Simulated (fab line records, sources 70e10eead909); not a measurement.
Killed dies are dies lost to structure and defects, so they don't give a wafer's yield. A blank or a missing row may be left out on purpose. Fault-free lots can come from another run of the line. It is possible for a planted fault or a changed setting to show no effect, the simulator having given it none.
Chamber matching / flow nand-harc / NHARC_A_STAIRCASE_ETCH_271 on rie-diel-09 has 4 sister chambers
The step etches the open film in CF4/CHF3. 8 wafers are shown with their chamber, then 7 later ones without.

## EACH WAFER AND ITS CHAMBER
wafer=L348.2; chamber=2; rf-vpp-V (V)=368.6; chamber-pressure-mTorr (mTorr)=25.017
wafer=L349.2; chamber=0; rf-vpp-V (V)=368.5; chamber-pressure-mTorr (mTorr)=25.032
wafer=L349.3; chamber=3; rf-vpp-V (V)=372.8; chamber-pressure-mTorr (mTorr)=24.992
wafer=L352.1; chamber=1; rf-vpp-V (V)=372.3; chamber-pressure-mTorr (mTorr)=24.980
wafer=L352.2; chamber=2; rf-vpp-V (V)=369.0; chamber-pressure-mTorr (mTorr)=25.031
wafer=L352.4; chamber=3; rf-vpp-V (V)=372.3; chamber-pressure-mTorr (mTorr)=25.004
wafer=L356.1; chamber=1; rf-vpp-V (V)=374.3; chamber-pressure-mTorr (mTorr)=24.991
wafer=L356.4; chamber=0; rf-vpp-V (V)=371.0; chamber-pressure-mTorr (mTorr)=24.991

## WAFERS MISSING THEIR CHAMBER
wafer=L356.6; rf-vpp-V (V)=369.6; chamber-pressure-mTorr (mTorr)=24.987
wafer=L357.1; rf-vpp-V (V)=369.4; chamber-pressure-mTorr (mTorr)=25.052
wafer=L357.2; rf-vpp-V (V)=370.0; chamber-pressure-mTorr (mTorr)=24.967
wafer=L357.5; rf-vpp-V (V)=370.5; chamber-pressure-mTorr (mTorr)=24.987
wafer=L364.1; rf-vpp-V (V)=371.5; chamber-pressure-mTorr (mTorr)=24.989
wafer=L364.4; rf-vpp-V (V)=370.7; chamber-pressure-mTorr (mTorr)=25.005
wafer=L364.6; rf-vpp-V (V)=370.3; chamber-pressure-mTorr (mTorr)=24.963

## WHICH CHAMBER EACH WENT THROUGH
wafer=L356.6; from the rows above=can't be placed: 0 or 2 or 3 or 1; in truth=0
wafer=L357.1; from the rows above=can't be placed: 2 or 0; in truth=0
wafer=L357.2; from the rows above=can't be placed: 0 or 3 or 1 or 2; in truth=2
wafer=L357.5; from the rows above=can't be placed: 0 or 3 or 1 or 2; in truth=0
wafer=L364.1; from the rows above=can't be placed: 3 or 1 or 0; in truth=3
wafer=L364.4; from the rows above=can't be placed: 0 or 3 or 2 or 1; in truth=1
wafer=L364.6; from the rows above=can't be placed: 3 or 1 or 0 or 2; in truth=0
Correctly placed: 0 of 7. These rows do not allow placing 7 (true chamber among the candidates in 7). Placed wrongly: 0.
How it was worked out, from the rows above alone: a wafer's distance from a chamber is the root of the sum, over the readings, of the square of ((its reading less the chamber's mean) divided by the reading's scatter). If the next closest chamber is less than 2 further off than the closest, the wafer can't be placed; otherwise it belongs to the closest. Each chamber's mean is taken over the wafers shown for it. The scatter: take each reading less its chamber's mean, square it, sum over the shown wafers, divide by the number of wafers less the number of chambers, and take the root.
